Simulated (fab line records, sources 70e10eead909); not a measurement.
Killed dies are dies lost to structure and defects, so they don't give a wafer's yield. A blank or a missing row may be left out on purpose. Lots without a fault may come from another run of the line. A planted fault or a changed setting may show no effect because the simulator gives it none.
Which tool did it? | flow nand_harc | 12 lots, 36 wafers sampled, at 6 steps of a route of 1302

WHAT THE GAUGES READ, wafer by wafer
NHARC_P_GATE_CD_MEAS_46: target cd 720 nm.
lot  | measured     | on        | cd_nm (nm)
L399 | day 6 06:19  | cd_sem-03 | 720.6 720.9 720.4
L401 | day 7 07:27  | cd_sem-03 | 721.6 721.1 719.2
L404 | day 8 04:39  | cd_sem-03 | 718.7 718.9 718.0
L405 | day 8 16:01  | cd_sem-01 | 719.9 719.2 719.2
L407 | day 9 19:21  | cd_sem-01 | 719.4 720.0 720.4
L408 | day 9 22:35  | cd_sem-01 | 721.4 721.3 718.3
L409 | day 10 16:31 | cd_sem-01 | 721.2 719.6 719.1
L411 | day 11 14:28 | cd_sem-03 | 715.9 719.4 718.7
L410 | day 11 14:43 | cd_sem-03 | 717.9 717.1 720.3
L412 | day 11 15:13 | cd_sem-02 | - - -
L413 | day 12 05:58 | cd_sem-03 | 720.1 721.1 720.3
L420 | day 15 04:02 | cd_sem-03 | 717.4 722.5 721.7

NHARC_END_SORT_01.
lot  | measured     | on        | killed_at_array | killed_at_other | killed_at_periphery | killed_dies | killed_open | killed_short
L412 | day 30 00:08 | prober-02 | 40 52 43        | 0 1 0           | 637 624 634         | 677 677 677 | 4 4 7       | 2 5 2

WHICH TOOL RAN EACH LOT (tool, then ch and the chambers of the sampled wafers, then the start)
lot  | NHARC_P_GATE_STRIP_108             | NHARC_P_GATE_STRIP_101             | NHARC_P_GATE_EXPOSE_43            | NHARC_P_GATE_STRIP_112
L399 | rie_diel-09 ch 0,3, day 5 19:12    | rie_diel-12 ch 0,1,3, day 6 05:24  | krf_scanner-01 ch 0, day 6 06:10  | plasma_asher-01 ch 0,1, day 6 08:31
L401 | rie_diel-09 ch 0,1, day 6 20:30    | rie_diel-02 ch 1,2,3, day 7 06:39  | krf_scanner-04 ch 0, day 7 07:17  | plasma_asher-01 ch 0,1, day 7 09:46
L404 | rie_diel-09 ch 0,2,3, day 7 17:18  | rie_diel-09 ch 0,1,2, day 8 03:38  | krf_scanner-03 ch 0, day 8 04:29  | plasma_asher-02 ch 0,1, day 8 07:28
L405 | rie_diel-12 ch 0,2, day 8 04:59    | rie_diel-12 ch 1,2, day 8 15:14    | krf_scanner-03 ch 0, day 8 15:52  | plasma_asher-01 ch 0,1, day 8 18:20
L407 | rie_diel-02 ch 0,1,2, day 9 08:14  | rie_diel-02 ch 0,1, day 9 18:26    | krf_scanner-03 ch 0, day 9 19:12  | plasma_asher-02 ch 0,1, day 9 21:47
L408 | rie_diel-12 ch 1,2,3, day 9 11:35  | rie_diel-02 ch 0,1,3, day 9 21:47  | krf_scanner-03 ch 0, day 9 22:26  | plasma_asher-02 ch 0,1, day 10 00:52
L409 | rie_diel-09 ch 1,2,3, day 10 05:20 | rie_diel-02 ch 0,1,2, day 10 15:35 | krf_scanner-01 ch 0, day 10 16:21 | plasma_asher-02 ch 0,1, day 10 18:53
L411 | rie_diel-02 ch 1,2,3, day 11 03:27 | rie_diel-02 ch 0,1, day 11 13:40   | krf_scanner-01 ch 0, day 11 14:20 | plasma_asher-01 ch 0,1, day 11 17:03
L410 | rie_diel-09 ch 0,1,3, day 11 03:35 | rie_diel-09 ch 1,2,3, day 11 13:49 | krf_scanner-04 ch 0, day 11 14:34 | plasma_asher-01 ch 0,1, day 11 17:34
L412 | rie_diel-02 ch 0,1,3, day 11 04:04 | rie_diel-12 ch 2,3, day 11 14:17   | krf_scanner-03 ch 0, day 11 15:04 | plasma_asher-01 ch 0,1, day 11 18:04
L413 | rie_diel-12 ch 1,2,3, day 11 18:49 | rie_diel-02 ch 0,2, day 12 05:02   | krf_scanner-04 ch 0, day 12 05:48 | plasma_asher-02 ch 1, day 12 08:14
L420 | rie_diel-02 ch 1,2,3, day 14 16:52 | rie_diel-12 ch 0,2,3, day 15 03:06 | krf_scanner-04 ch 0, day 15 03:52 | plasma_asher-02 ch 0,1, day 15 06:21
- NHARC_P_GATE_STRIP_108: strips in O2.
- NHARC_P_GATE_STRIP_101: strips in O2, time 20 s.
- NHARC_P_GATE_EXPOSE_43: exposes mask P NSD, target cd 720 nm.
- NHARC_P_GATE_STRIP_112: strips in N2/H2, time 200 s.

WHAT THE TOOLS THEMSELVES READ (means of the sampled wafers that have a number; where no wafer has one, the mark that the record gives instead)
NHARC_P_GATE_STRIP_108.
lot  | tool        | drypump_motor_current_A (A) | oes_product_au (a.u.) | rf_vpp_V (V) | showerhead_plenum_p_Torr (Torr) | throttle_valve_pct (%)
L399 | rie_diel-09 | 5.5                         | 1.004                 | 58.0         | 3.51                            | 17.037
L401 | rie_diel-09 | 5.1                         | 1.018                 | 57.7         | 3.65                            | 17.033
L404 | rie_diel-09 | 5.7                         | 0.995                 | 58.5         | 3.55                            | 17.031
L405 | rie_diel-12 | 5.5                         | 0.998                 | 58.3         | 3.48                            | 17.033
L407 | rie_diel-02 | 5.6                         | 1.002                 | 57.2         | 3.41                            | 17.040
L408 | rie_diel-12 | 5.6                         | 0.995                 | 57.6         | 3.44                            | 17.036
L409 | rie_diel-09 | 5.7                         | 1.002                 | 57.8         | 3.67                            | 17.034
L411 | rie_diel-02 | 5.6                         | 1.006                 | 56.8         | 3.48                            | 17.023
L410 | rie_diel-09 | 5.3                         | 0.996                 | 58.1         | 3.58                            | 17.033
L412 | rie_diel-02 | 5.6                         | 0.999                 | 56.8         | 3.43                            | 17.038
L413 | rie_diel-12 | 5.6                         | 0.995                 | 56.9         | 3.44                            | 17.040
L420 | rie_diel-02 | 5.6                         | 0.989                 | 57.6         | 3.47                            | 17.046

NHARC_P_GATE_STRIP_101.
lot  | tool        | drypump_motor_current_A (A) | oes_product_au (a.u.) | rf_vpp_V (V) | showerhead_plenum_p_Torr (Torr) | throttle_valve_pct (%)
L399 | rie_diel-12 | 5.48                        | 1.003                 | 57.5         | 3.38                            | 17.040
L401 | rie_diel-02 | 5.64                        | 0.991                 | 57.3         | 3.48                            | 17.027
L404 | rie_diel-09 | 5.53                        | 0.994                 | 58.2         | 3.62                            | 17.039
L405 | rie_diel-12 | 5.76                        | 0.984                 | 57.3         | 3.43                            | 17.031
L407 | rie_diel-02 | 5.65                        | 0.994                 | 58.3         | 3.42                            | 17.045
L408 | rie_diel-02 | 5.65                        | 0.998                 | 57.0         | 3.43                            | 17.032
L409 | rie_diel-02 | 5.55                        | 1.000                 | 57.3         | 3.41                            | 17.036
L411 | rie_diel-02 | 5.65                        | 1.010                 | 57.8         | 3.42                            | 17.030
L410 | rie_diel-09 | 5.74                        | 1.001                 | 58.0         | 3.67                            | 17.041
L412 | rie_diel-12 | 5.48                        | 0.995                 | 57.5         | 3.44                            | 17.034
L413 | rie_diel-02 | 5.46                        | 1.009                 | 56.5         | 3.36                            | 17.039
L420 | rie_diel-12 | 5.43                        | 0.995                 | 57.7         | 3.43                            | 17.032

NHARC_P_GATE_STRIP_112.
lot  | tool            | drypump_motor_current_A (A) | heater_power_w (W)
L399 | plasma_asher-01 | 5.5                         | 88
L401 | plasma_asher-01 | 5.5                         | 87
L404 | plasma_asher-02 | 5.9                         | 77
L405 | plasma_asher-01 | 5.1                         | 85
L407 | plasma_asher-02 | 5.9                         | 77
L408 | plasma_asher-02 | 6.0                         | 78
L409 | plasma_asher-02 | 6.1                         | 84
L411 | plasma_asher-01 | 5.2                         | 84
L410 | plasma_asher-01 | 5.1                         | 85
L412 | plasma_asher-01 | 5.1                         | 85
L413 | plasma_asher-02 | 6.2                         | 83
L420 | plasma_asher-02 | 6.0                         | 74

THE ANSWER, worked out from the rows above alone
Rule: what is usual is taken from the lots themselves. Put in order of their means at a reading, lots are off if they are a third of the lots or fewer, leave a main group of 4 or more, and stand apart from it by a gap of 3 or more times the standard deviation of the main group's means; of several such gaps the widest counts. A main group whose means are all the same, to the digits that the tables above print for the reading, isn't used. A lot without any number at a reading at which 4 lots or more have one is off too. The other lots that the step has rows for count as sound. The gauges are gone through in route order, then the tools' own readings, and for those a lot's mean is taken as printed above. The first step at which some lot is off is used, and at that step the reading that is off furthest; a lot without a number counts as furthest.
Off: L412, at NHARC_P_GATE_CD_MEAS_46 (cd_nm). Without a number there: L412. The main group: mean 719.7 nm, standard deviation 0.93.
A tool fits if, at a process step before that reading, it ran every lot that is off, and no sound lot after the first of them. The gauges at NHARC_P_GATE_CD_MEAS_46 are tried like those tools. Can't be told from this: 2 tools fit, krf_scanner-03 at NHARC_P_GATE_EXPOSE_43, cd_sem-02 at NHARC_P_GATE_CD_MEAS_46.

WHAT THE SIMULATOR HAD PUT IN
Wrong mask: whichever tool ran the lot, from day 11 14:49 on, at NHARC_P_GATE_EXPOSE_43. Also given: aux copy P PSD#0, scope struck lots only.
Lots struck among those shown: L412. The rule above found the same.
